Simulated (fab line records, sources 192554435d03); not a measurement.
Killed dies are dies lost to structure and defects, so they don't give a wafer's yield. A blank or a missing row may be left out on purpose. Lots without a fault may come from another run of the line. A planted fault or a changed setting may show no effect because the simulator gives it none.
Split-lot experiment | flow n5_finfet | 7 lots, 39 wafers read, on a route of 1938 steps

THE SPLIT
At N5_DUMMY_GATE_ETCH_31 (etches SiO2 in C4F6/O2, target depth 82.5 nm, time 27.5 s), the setting target_depth_a was moved away from the recipe's 825 angstrom on 15 of the 39 wafers read, by -3.7% to +10.7%. The other wafers ran this setting at the recipe's value.

The reading is taken at the split's own step.

THE READING
SOC_of_DUMMY_GATE_COAT_34.thk_nm (the simulator's own value, which no gauge read), in nm, at N5_DUMMY_GATE_ETCH_31 (etches SiO2 in C4F6/O2, target depth 82.5 nm, time 27.5 s). The file gives no usual value for it. The 24 wafers here that ran the recipe average 51.8 nm, standard deviation 0.3 nm.

wafer  | tool, chamber at the split | target_depth_a as run, angstrom | against the recipe | SOC_of_DUMMY_GATE_COAT_34.thk_nm, nm | against lot-mates on the recipe
L076.1 | rie_diel-02, 2             | 893.9                           | +8.4%              | 50.8                                 | -0.5
L076.2 | rie_diel-02, 1             | 825                             | recipe             | 51.4                                 | -
L076.3 | rie_diel-02, 3             | 825                             | recipe             | 51.2                                 | -
L076.4 | rie_diel-02, 0             | 893.9                           | +8.4%              | 51                                   | -0.3
L076.5 | rie_diel-02, 3             | 825                             | recipe             | 51.2                                 | -
L076.6 | rie_diel-02, 2             | 893.9                           | +8.4%              | 51                                   | -0.3
L079.1 | rie_diel-01, 2             | 825                             | recipe             | 52.2                                 | -
L079.2 | rie_diel-01, 1             | 825                             | recipe             | 52.2                                 | -
L079.3 | rie_diel-01, 3             | 825                             | recipe             | 52                                   | -
L079.4 | rie_diel-01, 0             | 825                             | recipe             | 52                                   | -
L079.5 | rie_diel-01, 2             | 825                             | recipe             | 52.2                                 | -
L079.6 | rie_diel-01, 1             | 825                             | recipe             | 52.2                                 | -
L083.1 | rie_diel-04, 3             | 911.3                           | +10.5%             | 51                                   | -0.8
L083.2 | rie_diel-04, 0             | 825                             | recipe             | 51.8                                 | -
L083.3 | rie_diel-04, 1             | 825                             | recipe             | 51.8                                 | -
L083.4 | rie_diel-04, 2             | 825                             | recipe             | 51.8                                 | -
L083.5 | rie_diel-04, 1             | 911.3                           | +10.5%             | 50.8                                 | -1.0
L083.6 | rie_diel-04, 0             | 911.3                           | +10.5%             | 50.8                                 | -1.0
L087.1 | rie_diel-01, 2             | 825                             | recipe             | 51.8                                 | -
L087.2 | rie_diel-01, 0             | 825                             | recipe             | 51.8                                 | -
L087.3 | rie_diel-01, 3             | 825                             | recipe             | 51.8                                 | -
L087.4 | rie_diel-01, 2             | 794.6                           | -3.7%              | 52.2                                 | +0.4
L087.5 | rie_diel-01, 3             | 794.6                           | -3.7%              | 52.2                                 | +0.4
L087.6 | rie_diel-01, 0             | 794.6                           | -3.7%              | 52.2                                 | +0.4
L089.1 | rie_diel-01, 0             | 825                             | recipe             | 52.2                                 | -
L089.2 | rie_diel-01, 2             | 825                             | recipe             | 52.2                                 | -
L089.3 | rie_diel-01, 1             | 913.6                           | +10.7%             | 51                                   | -1.1
L089.4 | rie_diel-01, 3             | 913.6                           | +10.7%             | 51                                   | -1.1
L089.5 | rie_diel-01, 2             | 825                             | recipe             | 52                                   | -
L089.6 | rie_diel-01, 1             | 913.6                           | +10.7%             | 51                                   | -1.1
L091.1 | rie_diel-02, 1             | 856.2                           | +3.8%              | 51.6                                 | +0.0
L091.2 | rie_diel-02, 0             | 825                             | recipe             | 51.6                                 | -
L091.3 | rie_diel-02, 3             | 856.2                           | +3.8%              | 51.2                                 | -0.4
L091.4 | rie_diel-02, 1             | 825                             | recipe             | 51.8                                 | -
L091.5 | rie_diel-02, 3             | 856.2                           | +3.8%              | 51.2                                 | -0.4
L091.6 | rie_diel-02, 0             | 825                             | recipe             | 51.4                                 | -
L093.1 | rie_diel-04, 0             | 825                             | recipe             | 51.8                                 | -
L093.3 | rie_diel-04, 1             | 825                             | recipe             | 51.8                                 | -
L093.5 | rie_diel-04, 0             | 825                             | recipe             | 51.8                                 | -

THE FIT
A straight line over all 39 wafers: SOC_of_DUMMY_GATE_COAT_34.thk_nm changes by -0.0917 nm for each +1% of target_depth_a; r = -0.85; the points scatter about the line by 0.26 nm.
The same after taking each lot's own level away (the mean of its wafers on the recipe; 39 wafers): -0.0865 nm for each +1%; r = -0.93; scatter 0.16 nm.
On that fit, the largest move of target_depth_a shifts the reading by 0.93 nm.
The lots' own levels span 51.27 to 52.13 nm, that is 2.9 times the standard deviation above.
So the lot-to-lot level changes the slope little: the two slopes agree.
Check: with one of the wafers moved furthest among these (+10.7%) left out of the fit, the line predicts -0.875 nm for it against its lot-mates. It came out at -1.13 nm against them.

THE WHOLE CHAIN: every reading that the file lists as answering this split, in the file's order
step                  | what it does                                              | reading                                                                           | change (the file's fit)                | r (the file's)
N5_DUMMY_GATE_ETCH_31 | etches SiO2 in C4F6/O2, target depth 82.5 nm, time 27.5 s | etch.depth_nm (the simulator's own value, which no gauge read)                    | +0.841 nm for each +1% of the setting  | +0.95
N5_DUMMY_GATE_ETCH_31 | etches SiO2 in C4F6/O2, target depth 82.5 nm, time 27.5 s | SOC_of_DUMMY_GATE_COAT_34.thk_nm (the simulator's own value, which no gauge read) | -0.0844 nm for each +1% of the setting | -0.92

THE FILE'S OWN FIT
SOC_of_DUMMY_GATE_COAT_34.thk_nm changes by -0.0844 nm for each +1% of target_depth_a, r = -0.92.
